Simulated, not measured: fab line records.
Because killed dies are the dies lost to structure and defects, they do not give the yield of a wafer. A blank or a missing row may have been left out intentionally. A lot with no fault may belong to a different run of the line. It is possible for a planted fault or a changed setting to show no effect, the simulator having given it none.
Chamber matching	flow n5 finfet	N5_BEOL_M5_CURE_80 on uv cure-02 has 3 sister chambers
The step cures SiCOH lowk, time 120 s. 24 wafers are shown with their chamber, then 12 later ones without.

## EACH WAFER AND ITS CHAMBER
wafer	chamber	wafer_temp_C_max	lamp power pct (%)
L074.1	0	372.2	52.22
L074.2	0	372.1	52.27
L074.3	0	371.8	52.34
L074.4	0	371.4	52.25
L074.5	0	371.9	52.34
L074.6	0	372.5	52.35
L077.1	0	372.1	52.32
L077.2	0	372.2	52.32
L077.5	0	371.6	52.38
L083.1	1	371.5	52.32
L083.4	1	371.4	52.33
L083.6	1	372.1	52.28
L085.1	0	371.7	52.30
L085.3	0	372.0	52.35
L085.6	0	372.1	52.31
L085.2	0	371.7	52.26
L085.4	0	371.9	52.33
L085.5	0	371.5	52.28
L084.1	2	371.9	52.23
L084.2	2	371.8	52.32
L084.3	2	372.7	52.28
L086.1	0	372.1	52.29
L086.2	0	372.7	52.27
L086.6	0	372.6	52.35

SIGNATURES (means of the wafers above)
reading	chamber 0	chamber 1	chamber 2	scatter within a chamber
wafer_temp_C_max	372.006	371.667	372.133	0.378
lamp power pct	52.3072	52.3100	52.2767	0.0415
Rule: a wafer's distance from a chamber is the root of the sum, over the readings, of the square of ((its reading less the chamber's mean) divided by the reading's scatter). If the next closest chamber is less than 2 further off than the closest, the wafer can't be placed; otherwise it belongs to the closest. The scatter: the root of (the sum of the squares of (reading less its chamber's mean) over the shown wafers, divided by (wafers less chambers)).

## WAFERS MISSING THEIR CHAMBER
wafer	wafer_temp_C_max	lamp power pct (%)
L086.3	372.3	52.34
L086.4	372.0	52.31
L086.5	373.1	52.30
L087.4	371.3	52.23
L087.5	371.7	52.27
L087.6	371.5	52.23
L090.1	371.8	52.31
L090.2	371.9	52.24
L090.5	372.0	52.23
L096.2	372.0	52.39
L096.5	372.0	52.32
L096.6	372.0	52.37

## WHICH CHAMBER EACH WENT THROUGH
wafer	from the rows above	in truth
L086.3	can't be placed: 0 or 2 or 1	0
L086.4	can't be placed: 0 or 2 or 1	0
L086.5	can't be placed: 2 or 0 or 1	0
L087.4	can't be placed: 1 or 2 or 0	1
L087.5	can't be placed: 1 or 2 or 0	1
L087.6	can't be placed: 1 or 2 or 0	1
L090.1	can't be placed: 1 or 0 or 2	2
L090.2	can't be placed: 2 or 0 or 1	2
L090.5	can't be placed: 2 or 0 or 1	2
L096.2	can't be placed: 0 or 1 or 2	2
L096.5	can't be placed: 0 or 1 or 2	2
L096.6	can't be placed: 0 or 1 or 2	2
Correctly placed: 0 of 12. Not placeable from these rows: 12 (in 12, the candidates include the true chamber). Wrongly placed: 0.
